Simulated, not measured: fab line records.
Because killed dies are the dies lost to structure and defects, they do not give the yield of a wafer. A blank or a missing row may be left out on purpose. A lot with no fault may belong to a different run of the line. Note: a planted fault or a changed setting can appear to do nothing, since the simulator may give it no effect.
Which tool was responsible? / flow nand harc / Sampling: 24 lots, 72 wafers, 6 of 1159 route steps

WHAT THE GAUGES SHOWED, per wafer
NHARC_P_M1_CD_MEAS_16. Usual: 130.0 nm for cd nm, sd 0.58.
lot=L074; measured=day 5 23:49; on=cd sem-03; cd nm (nm)=129.4 129.5 129.9; flag=
lot=L077; measured=day 6 16:47; on=cd sem-01; cd nm (nm)=130.2 130.3 130.3; flag=
lot=L076; measured=day 6 21:22; on=cd sem-01; cd nm (nm)=129.4 129.5 129.1; flag=
lot=L075; measured=day 6 22:21; on=cd sem-02; cd nm (nm)=130.2 129.6 130.1; flag=
lot=L078; measured=day 7 00:31; on=cd sem-02; cd nm (nm)=129.9 129.9 130.4; flag=
lot=L079; measured=day 7 06:40; on=cd sem-03; cd nm (nm)=129.8 129.9 130.7; flag=
lot=L080; measured=day 7 07:22; on=cd sem-03; cd nm (nm)=130.1 130.3 130.9; flag=
lot=L082; measured=day 7 18:08; on=cd sem-01; cd nm (nm)=129.8 130.8 130.6; flag=
lot=L081; measured=day 7 19:34; on=cd sem-02; cd nm (nm)=129.4 130.4 129.4; flag=
lot=L084; measured=day 8 05:49; on=cd sem-03; cd nm (nm)=130.1 129.4 129.1; flag=
lot=L083; measured=day 8 08:28; on=cd sem-02; cd nm (nm)=129.5 130.2 130.2; flag=
lot=L086; measured=day 9 10:11; on=cd sem-02; cd nm (nm)=130.6 130.9 130.3; flag=
lot=L087; measured=day 9 10:31; on=cd sem-02; cd nm (nm)=130.5 130.6 129.6; flag=
lot=L085; measured=day 9 11:23; on=cd sem-02; cd nm (nm)=130.6 130.4 129.8; flag=
lot=L089; measured=day 9 17:01; on=cd sem-01; cd nm (nm)=130.8 130.1 130.9; flag=
lot=L088; measured=day 9 17:38; on=cd sem-03; cd nm (nm)=129.7 129.5 130.3; flag=
lot=L090; measured=day 10 00:28; on=cd sem-03; cd nm (nm)=129.8 130.0 130.6; flag=
lot=L092; measured=day 10 07:19; on=cd sem-02; cd nm (nm)=130.0 130.1 130.0; flag=
lot=L091; measured=day 10 08:04; on=cd sem-02; cd nm (nm)=129.2 129.6 129.2; flag=
lot=L093; measured=day 10 22:04; on=cd sem-02; cd nm (nm)=129.3 130.0 129.9; flag=
lot=L094; measured=day 10 22:40; on=cd sem-02; cd nm (nm)=129.4 130.8 129.5; flag=
lot=L095; measured=day 11 05:43; on=cd sem-03; cd nm (nm)=130.2 129.3 129.5; flag=
lot=L096; measured=day 11 15:43; on=cd sem-01; cd nm (nm)=130.3 130.0 130.9; flag=
lot=L097; measured=day 11 16:23; on=cd sem-03; cd nm (nm)=128.5 129.2 129.1; flag=

NHARC_P_M1_INSPECT_27. Usual: 314 for raw defect count, sd 100.
lot=L074; measured=day 6 02:09; on=defect inspect-01; raw defect count=148 195 345; flag=
lot=L077; measured=day 6 19:04; on=defect inspect-02; raw defect count=299 187 235; flag=
lot=L076; measured=day 6 23:38; on=defect inspect-02; raw defect count=258 412 381; flag=
lot=L075; measured=day 7 00:42; on=defect inspect-02; raw defect count=290 279 292; flag=
lot=L078; measured=day 7 02:47; on=defect inspect-01; raw defect count=245 355 364; flag=
lot=L079; measured=day 7 08:57; on=defect inspect-02; raw defect count=260 259 312; flag=
lot=L080; measured=day 7 09:41; on=defect inspect-01; raw defect count=367 448 317; flag=
lot=L082; measured=day 7 20:25; on=defect inspect-01; raw defect count=187 224 384; flag=
lot=L081; measured=day 7 21:50; on=defect inspect-02; raw defect count=316 224 187; flag=
lot=L084; measured=day 8 08:07; on=defect inspect-02; raw defect count=277 192 136; flag=
lot=L083; measured=day 8 10:45; on=defect inspect-02; raw defect count=438 303 396; flag=
lot=L086; measured=day 9 12:28; on=defect inspect-01; raw defect count=325 563 381; flag=
lot=L087; measured=day 9 12:47; on=defect inspect-01; raw defect count=405 290 399; flag=
lot=L085; measured=day 9 13:42; on=defect inspect-01; raw defect count=297 381 336; flag=
lot=L089; measured=day 9 19:20; on=defect inspect-02; raw defect count=230 439 413; flag=
lot=L088; measured=day 9 19:56; on=defect inspect-02; raw defect count=233 177 158; flag=
lot=L090; measured=day 10 02:47; on=defect inspect-02; raw defect count=333 147 270; flag=
lot=L092; measured=day 10 09:35; on=defect inspect-01; raw defect count=460 285 318; flag=
lot=L091; measured=day 10 10:20; on=defect inspect-01; raw defect count=333 506 319; flag=
lot=L093; measured=day 11 00:21; on=defect inspect-01; raw defect count=303 298 451; flag=
lot=L094; measured=day 11 01:04; on=defect inspect-01; raw defect count=227 181 168; flag=
lot=L095; measured=day 11 08:22; on=defect inspect-01; raw defect count=493 545 398; flag=
lot=L096; measured=day 11 17:58; on=defect inspect-01; raw defect count=333 391 419; flag=
lot=L097; measured=day 11 18:40; on=defect inspect-01; raw defect count=294 324 287; flag=

NHARC_P_BONDPAD_CD_MEAS_09: the cd target is 500 nm. Usual: 500.6 nm for cd nm, sd 1.5.
lot=L074; measured=day 6 07:57; on=cd sem-01; cd nm (nm)=500.7 499.7 501.3; flag=
lot=L077; measured=day 7 00:55; on=cd sem-03; cd nm (nm)=502.3 503.1 503.9; flag=
lot=L076; measured=day 7 05:40; on=cd sem-01; cd nm (nm)=499.5 502.9 500.3; flag=
lot=L075; measured=day 7 07:52; on=cd sem-03; cd nm (nm)=500.7 499.7 501.3; flag=
lot=L078; measured=day 7 08:39; on=cd sem-01; cd nm (nm)=499.4 501.1 502.6; flag=
lot=L079; measured=day 7 14:41; on=cd sem-03; cd nm (nm)=501.3 501.2 499.7; flag=
lot=L080; measured=day 7 15:34; on=cd sem-02; cd nm (nm)=499.2 501.3 501.9; flag=
lot=L082; measured=day 8 02:24; on=cd sem-03; cd nm (nm)=503.3 501.6 503.1; flag=
lot=L081; measured=day 8 03:33; on=cd sem-02; cd nm (nm)=502.5 498.7 501.4; flag=
lot=L084; measured=day 8 14:05; on=cd sem-02; cd nm (nm)=501.7 499.9 502.2; flag=
lot=L083; measured=day 8 16:40; on=cd sem-02; cd nm (nm)=501.4 502.4 502.0; flag=
lot=L086; measured=day 9 18:40; on=cd sem-03; cd nm (nm)=498.2 498.9 498.1; flag=
lot=L087; measured=day 9 19:05; on=cd sem-02; cd nm (nm)=499.7 501.2 498.1; flag=
lot=L085; measured=day 9 19:47; on=cd sem-03; cd nm (nm)=499.0 500.1 499.1; flag=
lot=L089; measured=day 10 01:05; on=cd sem-02; cd nm (nm)=501.5 501.5 499.2; flag=
lot=L088; measured=day 10 02:12; on=cd sem-02; cd nm (nm)=502.0 500.6 502.3; flag=
lot=L090; measured=day 10 08:40; on=cd sem-01; cd nm (nm)=499.1 499.2 498.5; flag=
lot=L092; measured=day 10 15:33; on=cd sem-01; cd nm (nm)=499.5 497.3 500.5; flag=
lot=L091; measured=day 10 16:35; on=cd sem-03; cd nm (nm)=500.4 499.3 499.1; flag=
lot=L093; measured=day 11 06:56; on=cd sem-03; cd nm (nm)=500.4 499.3 499.0; flag=
lot=L094; measured=day 11 07:14; on=cd sem-03; cd nm (nm)=499.2 499.5 499.2; flag=
lot=L095; measured=day 11 15:56; on=cd sem-02; cd nm (nm)=501.7 503.4 501.3; flag=
lot=L096; measured=day 12 00:04; on=cd sem-02; cd nm (nm)=501.4 500.6 501.4; flag=
lot=L097; measured=day 12 01:06; on=cd sem-02; cd nm (nm)=499.8 500.2 500.3; flag=

EACH LOT AND THE TOOL THAT RAN IT (in order: tool; ch and the chambers of the sampled wafers; start)
lot=L074; NHARC_P_M1_DEP_33=pecvd-01 ch 0,1,2, day 6 02:23; NHARC_P_M2_DESCUM_14=rie diel-04 ch 1,2,3, day 6 03:37; NHARC_P_BONDPAD_DEP_00=pecvd-03 ch 0,2, day 6 07:57 or earlier
lot=L077; NHARC_P_M1_DEP_33=pecvd-03 ch 0,1,2, day 6 19:18; NHARC_P_M2_DESCUM_14=rie diel-13 ch 1,2,3, day 6 20:31; NHARC_P_BONDPAD_DEP_00=pecvd-02 ch 0,1,2, day 6 23:42
lot=L076; NHARC_P_M1_DEP_33=pecvd-01 ch 0,1,2, day 6 23:47; NHARC_P_M2_DESCUM_14=rie diel-07 ch 0,1, day 7 01:13; NHARC_P_BONDPAD_DEP_00=pecvd-03 ch 1,2, day 7 04:26
lot=L075; NHARC_P_M1_DEP_33=pecvd-02 ch 0,1, day 7 01:03; NHARC_P_M2_DESCUM_14=rie diel-13 ch 0,1,2, day 7 02:32; NHARC_P_BONDPAD_DEP_00=pecvd-03 ch 0,1, day 7 06:45
lot=L078; NHARC_P_M1_DEP_33=pecvd-02 ch 1,2, day 7 03:01; NHARC_P_M2_DESCUM_14=rie diel-13 ch 1,3, day 7 04:22; NHARC_P_BONDPAD_DEP_00=pecvd-01 ch 0,1,2, day 7 07:33
lot=L079; NHARC_P_M1_DEP_33=pecvd-03 ch 0,1,2, day 7 09:06; NHARC_P_M2_DESCUM_14=rie diel-07 ch 0,3, day 7 10:26; NHARC_P_BONDPAD_DEP_00=pecvd-01 ch 0,1, day 7 13:37
lot=L080; NHARC_P_M1_DEP_33=pecvd-03 ch 0,1,2, day 7 09:49; NHARC_P_M2_DESCUM_14=rie diel-13 ch 0,2,3, day 7 11:16; NHARC_P_BONDPAD_DEP_00=pecvd-01 ch 0,1,2, day 7 14:27
lot=L082; NHARC_P_M1_DEP_33=pecvd-03 ch 0,2, day 7 20:34; NHARC_P_M2_DESCUM_14=rie diel-13 ch 0,1, day 7 21:51; NHARC_P_BONDPAD_DEP_00=pecvd-02 ch 0,2, day 8 02:24 or earlier
lot=L081; NHARC_P_M1_DEP_33=pecvd-03 ch 1,2, day 7 22:01; NHARC_P_M2_DESCUM_14=rie diel-13 ch 0,1,3, day 7 23:19; NHARC_P_BONDPAD_DEP_00=pecvd-02 ch 0,1,2, day 8 02:26
lot=L084; NHARC_P_M1_DEP_33=pecvd-03 ch 0,1, day 8 08:21; NHARC_P_M2_DESCUM_14=rie diel-07 ch 0,1,2, day 8 09:41; NHARC_P_BONDPAD_DEP_00=pecvd-01 ch 1,2, day 8 12:52
lot=L083; NHARC_P_M1_DEP_33=pecvd-01 ch 0,2, day 8 10:53; NHARC_P_M2_DESCUM_14=rie diel-13 ch 0,1,2, day 8 12:19; NHARC_P_BONDPAD_DEP_00=pecvd-02 ch 0,1, day 8 15:39
lot=L086; NHARC_P_M1_DEP_33=pecvd-02 ch 1,2, day 9 12:37; NHARC_P_M2_DESCUM_14=rie diel-13 ch 0,2,3, day 9 14:04; NHARC_P_BONDPAD_DEP_00=pecvd-02 ch 1,2, day 9 17:19
lot=L087; NHARC_P_M1_DEP_33=pecvd-03 ch 0,1, day 9 13:01; NHARC_P_M2_DESCUM_14=rie diel-13 ch 1,2,3, day 9 14:23; NHARC_P_BONDPAD_DEP_00=pecvd-01 ch 0,2, day 9 17:52
lot=L085; NHARC_P_M1_DEP_33=pecvd-03 ch 1,2, day 9 13:53; NHARC_P_M2_DESCUM_14=rie diel-13 ch 2,3, day 9 15:16; NHARC_P_BONDPAD_DEP_00=pecvd-03 ch 1,2, day 9 18:44
lot=L089; NHARC_P_M1_DEP_33=pecvd-03 ch 0,1, day 9 19:34; NHARC_P_M2_DESCUM_14=rie diel-13 ch 0,1,3, day 9 20:47; NHARC_P_BONDPAD_DEP_00=pecvd-01 ch 0,2, day 10 00:02
lot=L088; NHARC_P_M1_DEP_33=pecvd-02 ch 1,2, day 9 20:15; NHARC_P_M2_DESCUM_14=rie diel-13 ch 0,2,3, day 9 21:43; NHARC_P_BONDPAD_DEP_00=pecvd-02 ch 0,1,2, day 10 00:58
lot=L090; NHARC_P_M1_DEP_33=pecvd-03 ch 1,2, day 10 02:55; NHARC_P_M2_DESCUM_14=rie diel-04 ch 1,2,3, day 10 04:16; NHARC_P_BONDPAD_DEP_00=pecvd-03 ch 1,2, day 10 07:34
lot=L092; NHARC_P_M1_DEP_33=pecvd-02 ch 0,1,2, day 10 09:44; NHARC_P_M2_DESCUM_14=rie diel-13 ch 0,3, day 10 11:10; NHARC_P_BONDPAD_DEP_00=pecvd-02 ch 0,1, day 10 14:19
lot=L091; NHARC_P_M1_DEP_33=pecvd-03 ch 0,1, day 10 10:31; NHARC_P_M2_DESCUM_14=rie diel-13 ch 0,2, day 10 12:16; NHARC_P_BONDPAD_DEP_00=pecvd-03 ch 0,2, day 10 16:35 or earlier
lot=L093; NHARC_P_M1_DEP_33=pecvd-03 ch 0,1, day 11 00:30; NHARC_P_M2_DESCUM_14=rie diel-13 ch 0,1,3, day 11 01:47; NHARC_P_BONDPAD_DEP_00=pecvd-03 ch 1,2, day 11 06:56 or earlier
lot=L094; NHARC_P_M1_DEP_33=pecvd-03 ch 0,1,2, day 11 01:22; NHARC_P_M2_DESCUM_14=rie diel-07 ch 1,2,3, day 11 02:40; NHARC_P_BONDPAD_DEP_00=pecvd-02 ch 0,1, day 11 06:08
lot=L095; NHARC_P_M1_DEP_33=pecvd-02 ch 0,1, day 11 08:37; NHARC_P_M2_DESCUM_14=rie diel-13 ch 1,2,3, day 11 10:14; NHARC_P_BONDPAD_DEP_00=pecvd-01 ch 0,2, day 11 14:44
lot=L096; NHARC_P_M1_DEP_33=pecvd-01 ch 0,1, day 11 18:07; NHARC_P_M2_DESCUM_14=rie diel-07 ch 1,2,3, day 11 19:32; NHARC_P_BONDPAD_DEP_00=pecvd-03 ch 0,1, day 11 22:53
lot=L097; NHARC_P_M1_DEP_33=pecvd-03 ch 0,1,2, day 11 18:52; NHARC_P_M2_DESCUM_14=rie diel-13 ch 0,3, day 11 20:15; NHARC_P_BONDPAD_DEP_00=pecvd-01 ch 0,1, day 11 23:58
- NHARC_P_M1_DEP_33: deposits SiCN, target thk 30 nm.
- NHARC_P_M2_DESCUM_14: chemistry O2, time 3 s.
- NHARC_P_BONDPAD_DEP_00: deposits SiCN, target thk 250 nm.

AS READ BY THE TOOLS THEMSELVES (means over the sampled wafers that have a number; for cases with no such wafer, the mark the record gives instead)
NHARC_P_M1_DEP_33. Usual: 560 W for heater power w, sd 110.
lot=L074; tool=pecvd-01; heater power w (W)=674; flag=
lot=L077; tool=pecvd-03; heater power w (W)=522; flag=
lot=L076; tool=pecvd-01; heater power w (W)=640; flag=
lot=L075; tool=pecvd-02; heater power w (W)=528; flag=
lot=L078; tool=pecvd-02; heater power w (W)=744; flag=
lot=L079; tool=pecvd-03; heater power w (W)=515; flag=
lot=L080; tool=pecvd-03; heater power w (W)=509; flag=
lot=L082; tool=pecvd-03; heater power w (W)=545; flag=
lot=L081; tool=pecvd-03; heater power w (W)=487; flag=
lot=L084; tool=pecvd-03; heater power w (W)=580; flag=
lot=L083; tool=pecvd-01; heater power w (W)=570; flag=
lot=L086; tool=pecvd-02; heater power w (W)=620; flag=
lot=L087; tool=pecvd-03; heater power w (W)=561; flag=
lot=L085; tool=pecvd-03; heater power w (W)=487; flag=
lot=L089; tool=pecvd-03; heater power w (W)=552; flag=
lot=L088; tool=pecvd-02; heater power w (W)=704; flag=
lot=L090; tool=pecvd-03; heater power w (W)=465; flag=
lot=L092; tool=pecvd-02; heater power w (W)=578; flag=
lot=L091; tool=pecvd-03; heater power w (W)=591; flag=
lot=L093; tool=pecvd-03; heater power w (W)=508; flag=
lot=L094; tool=pecvd-03; heater power w (W)=496; flag=
lot=L095; tool=pecvd-02; heater power w (W)=554; flag=
lot=L096; tool=pecvd-01; heater power w (W)=737; flag=
lot=L097; tool=pecvd-03; heater power w (W)=483; flag=

NHARC_P_M2_DESCUM_14. Usual: drypump motor current A 5.9 A, standard deviation 0.56; oes product au 0.999 a.u., standard deviation 0.006; rf vpp V 58.1 V, standard deviation 0.95; showerhead plenum p Torr 1.98 Torr, standard deviation 0.074; throttle valve pct 11.311 %, standard deviation 0.0088.
lot=L074; tool=rie diel-04; drypump motor current A (A)=5.6; oes product au (a.u.)=0.998; rf vpp V (V)=57.9; showerhead plenum p Torr (Torr)=1.89; throttle valve pct (%)=11.317; flag=
lot=L077; tool=rie diel-13; drypump motor current A (A)=6.0; oes product au (a.u.)=0.999; rf vpp V (V)=57.8; showerhead plenum p Torr (Torr)=1.99; throttle valve pct (%)=11.315; flag=
lot=L076; tool=rie diel-07; drypump motor current A (A)=5.2; oes product au (a.u.)=0.998; rf vpp V (V)=58.4; showerhead plenum p Torr (Torr)=1.99; throttle valve pct (%)=11.320; flag=
lot=L075; tool=rie diel-13; drypump motor current A (A)=6.2; oes product au (a.u.)=1.000; rf vpp V (V)=57.7; showerhead plenum p Torr (Torr)=1.98; throttle valve pct (%)=11.310; flag=
lot=L078; tool=rie diel-13; drypump motor current A (A)=6.0; oes product au (a.u.)=1.008; rf vpp V (V)=57.0; showerhead plenum p Torr (Torr)=2.00; throttle valve pct (%)=11.314; flag=
lot=L079; tool=rie diel-07; drypump motor current A (A)=5.2; oes product au (a.u.)=1.003; rf vpp V (V)=58.0; showerhead plenum p Torr (Torr)=1.90; throttle valve pct (%)=11.314; flag=
lot=L080; tool=rie diel-13; drypump motor current A (A)=6.3; oes product au (a.u.)=1.001; rf vpp V (V)=57.6; showerhead plenum p Torr (Torr)=2.04; throttle valve pct (%)=11.302; flag=
lot=L082; tool=rie diel-13; drypump motor current A (A)=6.2; oes product au (a.u.)=0.997; rf vpp V (V)=57.9; showerhead plenum p Torr (Torr)=1.93; throttle valve pct (%)=11.304; flag=
lot=L081; tool=rie diel-13; drypump motor current A (A)=6.2; oes product au (a.u.)=0.999; rf vpp V (V)=58.3; showerhead plenum p Torr (Torr)=1.99; throttle valve pct (%)=11.310; flag=
lot=L084; tool=rie diel-07; drypump motor current A (A)=5.1; oes product au (a.u.)=1.002; rf vpp V (V)=58.0; showerhead plenum p Torr (Torr)=1.99; throttle valve pct (%)=11.313; flag=
lot=L083; tool=rie diel-13; drypump motor current A (A)=6.3; oes product au (a.u.)=1.000; rf vpp V (V)=58.3; showerhead plenum p Torr (Torr)=1.98; throttle valve pct (%)=11.306; flag=
lot=L086; tool=rie diel-13; drypump motor current A (A)=6.3; oes product au (a.u.)=1.008; rf vpp V (V)=58.5; showerhead plenum p Torr (Torr)=2.04; throttle valve pct (%)=11.311; flag=
lot=L087; tool=rie diel-13; drypump motor current A (A)=6.0; oes product au (a.u.)=0.999; rf vpp V (V)=58.4; showerhead plenum p Torr (Torr)=1.99; throttle valve pct (%)=11.315; flag=
lot=L085; tool=rie diel-13; drypump motor current A (A)=6.0; oes product au (a.u.)=0.996; rf vpp V (V)=58.8; showerhead plenum p Torr (Torr)=2.05; throttle valve pct (%)=11.304; flag=
lot=L089; tool=rie diel-13; drypump motor current A (A)=6.2; oes product au (a.u.)=0.999; rf vpp V (V)=59.1; showerhead plenum p Torr (Torr)=1.99; throttle valve pct (%)=11.311; flag=
lot=L088; tool=rie diel-13; drypump motor current A (A)=6.3; oes product au (a.u.)=0.998; rf vpp V (V)=57.7; showerhead plenum p Torr (Torr)=2.04; throttle valve pct (%)=11.313; flag=
lot=L090; tool=rie diel-04; drypump motor current A (A)=5.7; oes product au (a.u.)=0.989; rf vpp V (V)=57.1; showerhead plenum p Torr (Torr)=1.88; throttle valve pct (%)=11.309; flag=
lot=L092; tool=rie diel-13; drypump motor current A (A)=6.5; oes product au (a.u.)=0.999; rf vpp V (V)=58.4; showerhead plenum p Torr (Torr)=2.05; throttle valve pct (%)=11.311; flag=
lot=L091; tool=rie diel-13; drypump motor current A (A)=6.5; oes product au (a.u.)=0.996; rf vpp V (V)=58.5; showerhead plenum p Torr (Torr)=2.03; throttle valve pct (%)=11.310; flag=
lot=L093; tool=rie diel-13; drypump motor current A (A)=6.2; oes product au (a.u.)=1.004; rf vpp V (V)=58.6; showerhead plenum p Torr (Torr)=1.99; throttle valve pct (%)=11.307; flag=
lot=L094; tool=rie diel-07; drypump motor current A (A)=5.0; oes product au (a.u.)=0.999; rf vpp V (V)=58.6; showerhead plenum p Torr (Torr)=1.95; throttle valve pct (%)=11.308; flag=
lot=L095; tool=rie diel-13; drypump motor current A (A)=6.0; oes product au (a.u.)=1.001; rf vpp V (V)=57.7; showerhead plenum p Torr (Torr)=1.99; throttle valve pct (%)=11.321; flag=
lot=L096; tool=rie diel-07; drypump motor current A (A)=5.0; oes product au (a.u.)=1.004; rf vpp V (V)=57.4; showerhead plenum p Torr (Torr)=1.95; throttle valve pct (%)=11.318; flag=
lot=L097; tool=rie diel-13; drypump motor current A (A)=6.3; oes product au (a.u.)=1.004; rf vpp V (V)=57.9; showerhead plenum p Torr (Torr)=2.05; throttle valve pct (%)=11.306; flag=

NHARC_P_BONDPAD_DEP_00. Usual: 583 W for heater power w, sd 120.
lot=L074; tool=pecvd-03; heater power w (W)=560; flag=
lot=L077; tool=pecvd-02; heater power w (W)=657; flag=
lot=L076; tool=pecvd-03; heater power w (W)=510; flag=
lot=L075; tool=pecvd-03; heater power w (W)=493; flag=
lot=L078; tool=pecvd-01; heater power w (W)=653; flag=
lot=L079; tool=pecvd-01; heater power w (W)=758; flag=
lot=L080; tool=pecvd-01; heater power w (W)=646; flag=
lot=L082; tool=pecvd-02; heater power w (W)=622; flag=
lot=L081; tool=pecvd-02; heater power w (W)=645; flag=
lot=L084; tool=pecvd-01; heater power w (W)=504; flag=
lot=L083; tool=pecvd-02; heater power w (W)=520; flag=
lot=L086; tool=pecvd-02; heater power w (W)=686; flag=
lot=L087; tool=pecvd-01; heater power w (W)=644; flag=
lot=L085; tool=pecvd-03; heater power w (W)=479; flag=
lot=L089; tool=pecvd-01; heater power w (W)=656; flag=
lot=L088; tool=pecvd-02; heater power w (W)=593; flag=
lot=L090; tool=pecvd-03; heater power w (W)=434; flag=
lot=L092; tool=pecvd-02; heater power w (W)=570; flag=
lot=L091; tool=pecvd-03; heater power w (W)=535; flag=
lot=L093; tool=pecvd-03; heater power w (W)=472; flag=
lot=L094; tool=pecvd-02; heater power w (W)=535; flag=
lot=L095; tool=pecvd-01; heater power w (W)=492; flag=
lot=L096; tool=pecvd-03; heater power w (W)=532; flag=
lot=L097; tool=pecvd-01; heater power w (W)=708; flag=

THE ANSWER, worked out from the rows above alone
Rule: a lot counts as off when the mean over its wafers that have a number is more than 3 standard deviations away from the usual mean. Also off: a lot with no number at a reading for which 4 or more lots have one. All remaining lots with rows at the step are treated as sound. The gauges are gone through in route order, then the tools' own readings, and for those a lot's mean is taken as printed above. The first step at which some lot is off is used, and at that step the reading that is off furthest; a lot without a number counts as furthest.
No lot is off on any of the readings shown, so nothing can be concluded from this.

WHAT THE SIMULATOR HAD PUT IN
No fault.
